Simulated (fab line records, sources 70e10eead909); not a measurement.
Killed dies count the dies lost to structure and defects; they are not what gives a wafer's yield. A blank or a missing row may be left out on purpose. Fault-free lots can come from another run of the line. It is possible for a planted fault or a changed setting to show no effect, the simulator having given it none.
The tool behind it: which one? -- flow nand harc -- Sampling: 24 lots, 72 wafers, 6 of 1302 route steps

== WHAT EACH GAUGE READ, for each wafer ==
NHARC_P_BONDPAD_THK_MEAS_33: measures by ellipsometry. Usual: thk nm reads 200.0 nm (standard deviation 1.6).
lot,measured,on,thk nm (nm),flag
L074,day 6 14:14,film metro-02,198.9 199.4 200.2,
L075,day 6 20:03,film metro-02,198.8 200.3 200.8,
L076,day 7 09:52,film metro-02,200.9 198.3 201.7,
L077,day 7 18:03,film metro-01,202.0 199.4 199.3,
L078,day 8 05:24,film metro-01,199.8 198.6 200.9,
L079,day 8 12:47,film metro-01,196.9 200.3 202.1,
L080,day 9 00:46,film metro-01,199.2 199.9 198.2,
L081,day 9 16:49,film metro-02,198.1 200.7 200.5,
L082,day 9 22:34,film metro-01,201.9 199.6 198.1,
L083,day 10 20:59,film metro-02,198.8 201.7 195.5,
L085,day 11 03:32,film metro-01,201.1 202.4 202.0,
L084,day 11 05:36,film metro-02,199.3 198.8 201.3,
L086,day 11 11:35,film metro-01,197.6 197.1 198.3,
L088,day 12 12:49,film metro-02,201.9 201.2 202.3,
L087,day 12 13:49,film metro-02,199.1 201.0 199.5,
L089,day 12 17:37,film metro-01,198.4 203.4 198.6,
L090,day 13 09:15,film metro-01,202.1 201.3 200.6,
L091,day 13 11:16,film metro-02,200.0 200.6 199.9,
L092,day 13 23:02,film metro-01,198.3 201.0 196.4,
L093,day 14 09:45,film metro-02,201.0 201.6 199.7,
L094,day 14 23:12,film metro-01,201.0 202.0 200.4,
L095,day 15 11:08,film metro-02,200.4 199.3 197.8,
L096,day 15 16:31,film metro-02,199.1 197.5 199.2,
L097,day 16 00:14,film metro-02,199.6 203.2 198.4,

== WHAT TOOL EACH LOT RAN ON (gives the tool, then ch and the chambers of the sampled wafers, and finally the start) ==
lot,NHARC_P_CONTACT_PVD_32,NHARC_P_M0_ETCH_34,NHARC_P_M0_PRE_CLEAN_31,NHARC_P_M0_DEP_32,NHARC_P_M2_ETCH_28
L074,"pvd sputter-01, day 6 02:23 or earlier","rie diel-03 ch 1,2,3, day 6 02:23","pecvd-04 ch 1,2, day 6 04:53","pecvd-04 ch 1,2, day 6 04:59","rie diel-07 ch 0,1,2, day 6 14:14 or earlier"
L075,"pvd sputter-03, day 6 08:13 or earlier","rie diel-06 ch 0,1, day 6 08:13","pecvd-04 ch 0,1, day 6 10:47","pecvd-04 ch 0,1, day 6 10:55","rie diel-07 ch 0,2, day 6 20:03 or earlier"
L076,"pvd sputter-03, day 6 21:46 or earlier","rie diel-03 ch 1,2,3, day 6 21:46","pecvd-02 ch 0,1,2, day 7 00:24","pecvd-02 ch 0,1,2, day 7 00:31","rie diel-10 ch 0,1,2, day 7 09:52 or earlier"
L077,"pvd sputter-02, day 7 05:44 or earlier","rie diel-03 ch 1,2, day 7 05:44","pecvd-02 ch 0,1,2, day 7 08:14","pecvd-02 ch 0,1,2, day 7 08:24","rie diel-09 ch 0,1,3, day 7 18:03 or earlier"
L078,"pvd sputter-02, day 7 17:19 or earlier","rie diel-08 ch 1,2,3, day 7 17:19","pecvd-02 ch 0,2, day 7 19:49","pecvd-02 ch 0,2, day 7 19:56","rie diel-07 ch 0,1,3, day 8 05:24 or earlier"
L079,"pvd sputter-02, day 8 00:50 or earlier","rie diel-03 ch 0,3, day 8 00:50","pecvd-04 ch 0,1, day 8 03:20","pecvd-04 ch 0,1, day 8 03:29","rie diel-10 ch 0,2,3, day 8 12:47 or earlier"
L080,"pvd sputter-02, day 8 12:25 or earlier","rie diel-06 ch 0,1,3, day 8 12:25","pecvd-01 ch 0,1,2, day 8 15:17","pecvd-01 ch 0,1,2, day 8 15:22","rie diel-09 ch 0,2,3, day 9 00:46 or earlier"
L081,"pvd sputter-03, day 9 04:53 or earlier","rie diel-06 ch 0,2,3, day 9 04:53","pecvd-04 ch 0,1,2, day 9 07:22","pecvd-04 ch 0,1,2, day 9 07:29","rie diel-09 ch 0,3, day 9 16:49 or earlier"
L082,"pvd sputter-03, day 9 10:32 or earlier","rie diel-08 ch 0,2,3, day 9 10:32","pecvd-02 ch 0,1,2, day 9 13:04","pecvd-02 ch 0,1,2, day 9 13:08","rie diel-07 ch 0,1,2, day 9 22:34 or earlier"
L083,"pvd sputter-01, day 10 09:03 or earlier","rie diel-06 ch 0,1,2, day 10 09:03","pecvd-04 ch 0,1, day 10 11:31","pecvd-04 ch 0,1, day 10 11:38","rie diel-09 ch 1,2,3, day 10 20:59 or earlier"
L085,"pvd sputter-02, day 10 15:34 or earlier","rie diel-03 ch 0,1,3, day 10 15:34","pecvd-04 ch 0,1,2, day 10 18:02","pecvd-04 ch 0,1,2, day 10 18:07","rie diel-09 ch 0,2,3, day 11 03:32 or earlier"
L084,"pvd sputter-02, day 10 17:31 or earlier","rie diel-06 ch 0,1,2, day 10 17:31","pecvd-01 ch 0,1, day 10 20:00","pecvd-01 ch 0,1, day 10 20:05","rie diel-09 ch 0,1, day 11 05:36 or earlier"
L086,"pvd sputter-02, day 10 23:24 or earlier","rie diel-08 ch 0,1,3, day 10 23:24","pecvd-02 ch 0,2, day 11 01:50","pecvd-02 ch 0,2, day 11 01:58","rie diel-09 ch 0,1,2, day 11 11:35 or earlier"
L088,"pvd sputter-03, day 12 00:20 or earlier","rie diel-03 ch 0,1,3, day 12 00:20","pecvd-04 ch 0,1, day 12 02:47","pecvd-04 ch 0,1, day 12 02:54","rie diel-07 ch 0,2, day 12 12:49 or earlier"
L087,"pvd sputter-02, day 12 01:09 or earlier","rie diel-03 ch 1,2,3, day 12 01:09","pecvd-02 ch 0, day 12 03:38","pecvd-02 ch 0, day 12 03:58","rie diel-10 ch 0,1,3, day 12 13:49 or earlier"
L089,"pvd sputter-03, day 12 05:31 or earlier","rie diel-03 ch 1,3, day 12 05:31","pecvd-01 ch 0,1, day 12 07:58","pecvd-01 ch 0,1, day 12 08:03","rie diel-09 ch 0,1,2, day 12 17:37 or earlier"
L090,"pvd sputter-03, day 12 21:17 or earlier","rie diel-08 ch 0,1,3, day 12 21:17","pecvd-02 ch 0,1,2, day 12 23:47","pecvd-02 ch 0,1,2, day 12 23:57","rie diel-09 ch 0,2,3, day 13 09:15 or earlier"
L091,"pvd sputter-01, day 12 23:22 or earlier","rie diel-06 ch 0,1,3, day 12 23:22","pecvd-04 ch 0,1,2, day 13 01:49","pecvd-04 ch 0,1,2, day 13 01:56","rie diel-10 ch 1,2,3, day 13 11:16 or earlier"
L092,"pvd sputter-02, day 13 11:05 or earlier","rie diel-03 ch 0,2,3, day 13 11:05","pecvd-02 ch 0,1,2, day 13 13:33","pecvd-02 ch 0,1,2, day 13 13:38","rie diel-10 ch 0,2,3, day 13 23:02 or earlier"
L093,"pvd sputter-01, day 13 21:41 or earlier","rie diel-03 ch 0,1, day 13 21:41","pecvd-04 ch 1,2, day 14 00:10","pecvd-04 ch 1,2, day 14 00:16","rie diel-07 ch 0,1,2, day 14 09:45 or earlier"
L094,"pvd sputter-02, day 14 11:25 or earlier","rie diel-03 ch 0,1,2, day 14 11:25","pecvd-01 ch 0,1, day 14 13:53","pecvd-01 ch 0,1, day 14 14:00","rie diel-10 ch 1,2, day 14 23:12 or earlier"
L095,"pvd sputter-01, day 14 22:54 or earlier","rie diel-03 ch 0,1,3, day 14 22:54","pecvd-01 ch 0,2, day 15 01:23","pecvd-01 ch 0,2, day 15 01:28","rie diel-10 ch 0,1,3, day 15 11:08 or earlier"
L096,"pvd sputter-03, day 15 04:46 or earlier","rie diel-03 ch 0,1,2, day 15 04:46","pecvd-04 ch 0,1,2, day 15 07:12","pecvd-04 ch 0,1,2, day 15 07:17","rie diel-07 ch 0,1,2, day 15 16:31 or earlier"
L097,"pvd sputter-01, day 15 12:23 or earlier","rie diel-03 ch 0,1,2, day 15 12:23","pecvd-01 ch 1,2, day 15 14:51","pecvd-01 ch 1,2, day 15 14:59","rie diel-10 ch 1,2, day 16 00:14 or earlier"
- NHARC_P_CONTACT_PVD_32: deposits Ti, target thk 5 nm, time 17.7 s.
- NHARC_P_M0_ETCH_34: etches the open film in N2/H2, target depth 40 nm, overetch 12 nm, time 43.94 s.
- NHARC_P_M0_PRE_CLEAN_31: time 12 s.
- NHARC_P_M0_DEP_32: deposits SiCN, target thk 30 nm.
- NHARC_P_M2_ETCH_28: etches the open film in CF4/N2, target depth 30 nm, time 72.99 s.

== WHAT THE TOOLS THEMSELVES READ (means of the sampled wafers that have a number; where no wafer has one, the mark that the record gives instead) ==
NHARC_P_CONTACT_PVD_32. Usual: cathode dc power W 4999.9 W, standard deviation 0.94; throttle valve pct 30.4 %, standard deviation 0.79.
lot,tool,cathode dc power W (W),throttle valve pct (%),flag
L074,pvd sputter-01,5000.0,30.5,
L075,pvd sputter-03,4999.8,30.2,
L076,pvd sputter-03,5001.1,29.3,
L077,pvd sputter-02,5000.3,31.1,
L078,pvd sputter-02,4999.4,31.3,
L079,pvd sputter-02,5000.6,31.1,
L080,pvd sputter-02,4999.9,31.2,
L081,pvd sputter-03,4999.3,29.9,
L082,pvd sputter-03,4999.6,29.3,
L083,pvd sputter-01,5000.2,30.7,
L085,pvd sputter-02,4999.5,31.2,
L084,pvd sputter-02,4999.7,31.0,
L086,pvd sputter-02,5000.0,31.2,
L088,pvd sputter-03,4999.4,29.4,
L087,pvd sputter-02,5000.5,31.2,
L089,pvd sputter-03,5000.5,29.4,
L090,pvd sputter-03,5000.1,29.5,
L091,pvd sputter-01,5000.0,30.4,
L092,pvd sputter-02,4999.8,30.9,
L093,pvd sputter-01,4999.8,29.9,
L094,pvd sputter-02,4999.9,31.1,
L095,pvd sputter-01,4998.9,29.9,
L096,pvd sputter-03,5000.6,29.6,
L097,pvd sputter-01,4999.2,30.2,

NHARC_P_M0_ETCH_34. Usual: drypump motor current A 5.3 A, standard deviation 0.38; oes product au 0.997 a.u., standard deviation 0.0087; rf vpp V 430.9 V, standard deviation 3; showerhead plenum p Torr 2.05 Torr, standard deviation 0.11; throttle valve pct 14.171 %, standard deviation 0.008.
lot,tool,drypump motor current A (A),oes product au (a.u.),rf vpp V (V),showerhead plenum p Torr (Torr),throttle valve pct (%),flag
L074,rie diel-03,5.6,1.002,433.2,2.14,14.175,
L075,rie diel-06,5.3,0.977,426.6,1.89,14.177,
L076,rie diel-03,5.6,0.992,432.8,2.13,14.168,
L077,rie diel-03,5.8,0.998,431.8,2.11,14.165,
L078,rie diel-08,5.0,0.991,428.7,1.97,14.165,
L079,rie diel-03,5.3,1.003,432.3,2.11,14.161,
L080,rie diel-06,5.3,0.998,430.8,2.02,14.183,
L081,rie diel-06,5.1,1.004,426.9,1.92,14.175,
L082,rie diel-08,5.0,0.990,431.4,2.05,14.176,
L083,rie diel-06,5.2,1.000,429.4,2.01,14.167,
L085,rie diel-03,5.5,0.993,432.2,2.08,14.184,
L084,rie diel-06,5.2,0.994,430.1,2.01,14.168,
L086,rie diel-08,5.1,0.999,432.8,2.08,14.174,
L088,rie diel-03,5.4,0.997,431.8,2.08,14.167,
L087,rie diel-03,5.6,0.998,432.8,2.13,14.171,
L089,rie diel-03,5.6,1.003,434.0,2.15,14.171,
L090,rie diel-08,5.1,0.998,432.0,2.08,14.178,
L091,rie diel-06,5.3,0.996,429.8,2.01,14.178,
L092,rie diel-03,5.3,0.987,431.3,2.07,14.176,
L093,rie diel-03,5.7,1.009,430.4,2.06,14.166,
L094,rie diel-03,5.5,0.996,430.9,2.05,14.172,
L095,rie diel-03,5.4,1.001,431.2,2.08,14.172,
L096,rie diel-03,5.5,0.992,430.7,2.05,14.173,
L097,rie diel-03,5.5,0.994,430.3,2.05,14.175,

NHARC_P_M0_PRE_CLEAN_31. Usual: heater power w reads 635 W (standard deviation 62).
lot,tool,heater power w (W),flag
L074,pecvd-04,630,
L075,pecvd-04,637,
L076,pecvd-02,612,
L077,pecvd-02,643,
L078,pecvd-02,650,
L079,pecvd-04,617,
L080,pecvd-01,637,
L081,pecvd-04,610,
L082,pecvd-02,628,
L083,pecvd-04,607,
L085,pecvd-04,626,
L084,pecvd-01,632,
L086,pecvd-02,667,
L088,pecvd-04,666,
L087,pecvd-02,660,
L089,pecvd-01,623,
L090,pecvd-02,602,
L091,pecvd-04,645,
L092,pecvd-02,610,
L093,pecvd-04,627,
L094,pecvd-01,675,
L095,pecvd-01,602,
L096,pecvd-04,676,
L097,pecvd-01,592,

NHARC_P_M0_DEP_32. Usual: heater power w reads 581 W (standard deviation 70).
lot,tool,heater power w (W),flag
L074,pecvd-04,584,
L075,pecvd-04,610,
L076,pecvd-02,610,
L077,pecvd-02,590,
L078,pecvd-02,647,
L079,pecvd-04,612,
L080,pecvd-01,590,
L081,pecvd-04,607,
L082,pecvd-02,607,
L083,pecvd-04,536,
L085,pecvd-04,570,
L084,pecvd-01,606,
L086,pecvd-02,522,
L088,pecvd-04,601,
L087,pecvd-02,631,
L089,pecvd-01,554,
L090,pecvd-02,571,
L091,pecvd-04,632,
L092,pecvd-02,531,
L093,pecvd-04,580,
L094,pecvd-01,546,
L095,pecvd-01,539,
L096,pecvd-04,575,
L097,pecvd-01,545,

NHARC_P_M2_ETCH_28. Usual: drypump motor current A 5.8 A, standard deviation 0.4; oes product au 1.001 a.u., standard deviation 0.011; rf vpp V 315.0 V, standard deviation 2.4; showerhead plenum p Torr 2.67 Torr, standard deviation 0.13; throttle valve pct 19.794 %, standard deviation 0.0092.
lot,tool,drypump motor current A (A),oes product au (a.u.),rf vpp V (V),showerhead plenum p Torr (Torr),throttle valve pct (%),flag
L074,rie diel-07,5.8,1.003,316.6,2.76,19.785,
L075,rie diel-07,5.9,1.002,315.9,2.70,19.799,
L076,rie diel-10,5.5,0.998,315.0,2.64,19.794,
L077,rie diel-09,6.1,0.997,314.7,2.68,19.806,
L078,rie diel-07,6.1,1.014,314.4,2.66,19.796,
L079,rie diel-10,5.4,0.990,313.1,2.57,19.794,
L080,rie diel-09,6.0,1.004,316.5,2.73,19.797,
L081,rie diel-09,6.0,0.998,316.1,2.74,19.797,
L082,rie diel-07,5.8,1.003,316.6,2.76,19.796,
L083,rie diel-09,6.1,1.009,317.2,2.76,19.801,
L085,rie diel-09,6.0,1.005,315.5,2.73,19.792,
L084,rie diel-09,6.2,1.007,314.2,2.63,19.792,
L086,rie diel-09,6.1,0.994,315.1,2.68,19.795,
L088,rie diel-07,5.8,0.999,315.7,2.70,19.791,
L087,rie diel-10,5.8,0.999,312.4,2.54,19.787,
L089,rie diel-09,6.1,1.001,315.6,2.68,19.791,
L090,rie diel-09,6.0,0.999,315.1,2.73,19.798,
L091,rie diel-10,5.5,0.996,314.9,2.65,19.792,
L092,rie diel-10,5.5,0.993,314.2,2.57,19.799,
L093,rie diel-07,5.9,1.001,315.8,2.76,19.793,
L094,rie diel-10,5.1,0.986,317.4,2.75,19.790,
L095,rie diel-10,5.8,1.006,312.7,2.54,19.790,
L096,rie diel-07,5.8,1.005,316.7,2.75,19.799,
L097,rie diel-10,5.1,0.999,316.7,2.75,19.795,

== THE ANSWER, worked out from the rows above alone ==
Rule: a lot is off if the mean of its wafers that have a number lies more than 3 standard deviations from the usual mean. Also off: a lot with no number at a reading for which 4 or more lots have one. All remaining lots with rows at the step are treated as sound. Order of review: gauges by route order, followed by the tools' own readings, for which a lot's mean as printed above is used. At the first step where some lot is off, the reading lying furthest off is the one used; lots without a number count as furthest.
Nothing can be told from this: no lot is off at any reading shown.

== WHAT THE SIMULATOR HAD PUT IN ==
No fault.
